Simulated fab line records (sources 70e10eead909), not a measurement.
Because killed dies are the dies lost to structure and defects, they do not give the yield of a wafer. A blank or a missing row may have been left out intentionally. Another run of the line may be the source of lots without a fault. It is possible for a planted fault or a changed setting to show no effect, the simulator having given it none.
Shared-tool check | flow nand-harc | 3 lots, 9 wafers sampled

== WHAT PROMPTED THE OPENING ==
On 2 of the 3 lots, a flag is raised at NHARC_END_SORT_01 on the reading killed-at-array. Fault-free wafers read 29, with a standard deviation of 11.
Rule: flag the lot when none of its wafers has a number, or when each of its wafers that has one lies beyond 4 standard deviations from that mean. As for the other lots, they are considered sound.

lot  | measured     | on        | killed-at-array, wafer by wafer | flag
L805 | day 19 19:05 | prober-02 | 23 27 24                        |
L815 | day 21 18:31 | prober-01 | 463 484 452                     | FLAGGED
L816 | day 22 12:25 | prober-02 | 446 444 456                     | FLAGGED
The mean of the flagged lots' numbers is 458, +428 from the usual (+39 standard deviations).

== WHICH TOOL RAN EACH LOT ==
The record holds 4 process steps before the reading, out of a route of 1159 steps. In each cell: the tool, then ch and the chambers that the sampled wafers went through, then the start.
lot  | flag    | NHARC_A_STAIRCASE_CMP_450     | NHARC_THIN_TSV_STRIP_62              | NHARC_THIN_TSV_PRE_CLEAN_50             | NHARC_THIN_TSV_DESCUM_35
L805 |         | cmp-04 ch 0,1, day 14 01:53   | plasma-asher-02 ch 0,1, day 19 00:52 | pvd-sputter-02, day 19 04:21 or earlier | rie-diel-13 ch 0,2,3, day 19 04:21
L815 | FLAGGED | cmp-04 ch 0,1,3, day 16 17:00 | plasma-asher-02 ch 1, day 21 06:04   | pvd-sputter-03, day 21 09:45 or earlier | rie-diel-13 ch 0,2, day 21 09:45
L816 | FLAGGED | cmp-04 ch 1,3, day 17 04:57   | plasma-asher-02 ch 0,1, day 21 21:26 | pvd-sputter-03, day 22 00:53 or earlier | rie-diel-01 ch 0,2, day 22 00:53
What the steps here do:
- NHARC_A_STAIRCASE_CMP_450: polishes SiO2, target thk 200 nm.
- NHARC_THIN_TSV_STRIP_62: strips in N2/H2, time 20 s.
- NHARC_THIN_TSV_PRE_CLEAN_50: time 30 s.
- NHARC_THIN_TSV_DESCUM_35: chemistry O2, time 3 s.
- NHARC_END_SORT_01

== FLAGGED AGAINST TOTAL, ONE TOOL AT A TIME (gauges that did the reading follow at the end) ==
step                        | tool            | lots run | flagged | share of the flagged lots | sound lots run after its first flagged lot
NHARC_A_STAIRCASE_CMP_450   | cmp-04          | 3        | 2       | all                       | 0
NHARC_THIN_TSV_STRIP_62     | plasma-asher-02 | 3        | 2       | all                       | 0
NHARC_THIN_TSV_PRE_CLEAN_50 | pvd-sputter-02  | 1        | 0       | none                      | -
NHARC_THIN_TSV_PRE_CLEAN_50 | pvd-sputter-03  | 2        | 2       | all                       | 0
NHARC_THIN_TSV_DESCUM_35    | rie-diel-01     | 1        | 1       | some                      | 0
NHARC_THIN_TSV_DESCUM_35    | rie-diel-13     | 2        | 1       | some                      | 0
NHARC_END_SORT_01           | prober-01       | 1        | 1       | some                      | 0
NHARC_END_SORT_01           | prober-02       | 2        | 1       | some                      | 0
With no start given for some of its lots, NHARC_THIN_TSV_PRE_CLEAN_50 uses the hours and lot order of NHARC_THIN_TSV_DESCUM_35.

== THE TABLE: WHAT IT ALLOWS ==
Rows of the table that ran every flagged lot, 3 in all: cmp-04 at NHARC_A_STAIRCASE_CMP_450, plasma-asher-02 at NHARC_THIN_TSV_STRIP_62, pvd-sputter-03 at NHARC_THIN_TSV_PRE_CLEAN_50.
- cmp-04 at NHARC_A_STAIRCASE_CMP_450 ran 3 lots, 2 of them flagged. It ran its last sound lot, L805, at day 14 01:53 and its first flagged lot, L815, at day 16 17:00: a fault with its onset between the two fits.
- plasma-asher-02 at NHARC_THIN_TSV_STRIP_62 ran 3 lots, 2 of them flagged. It ran its last sound lot, L805, at day 19 00:52 and its first flagged lot, L815, at day 21 06:04: a fault with its onset between the two fits.
- pvd-sputter-03 at NHARC_THIN_TSV_PRE_CLEAN_50 ran 2 lots, 2 of them flagged. The start can't be narrowed down: in this sample, it ran no sound lot prior to its first flagged lot.
A lot count leaves these 3 tools indistinguishable: every one of them fits a fault beginning at some hour. More lots, or a look at what each step does to the wafer, might.

== WHAT THE SIMULATOR HAD INSERTED ==
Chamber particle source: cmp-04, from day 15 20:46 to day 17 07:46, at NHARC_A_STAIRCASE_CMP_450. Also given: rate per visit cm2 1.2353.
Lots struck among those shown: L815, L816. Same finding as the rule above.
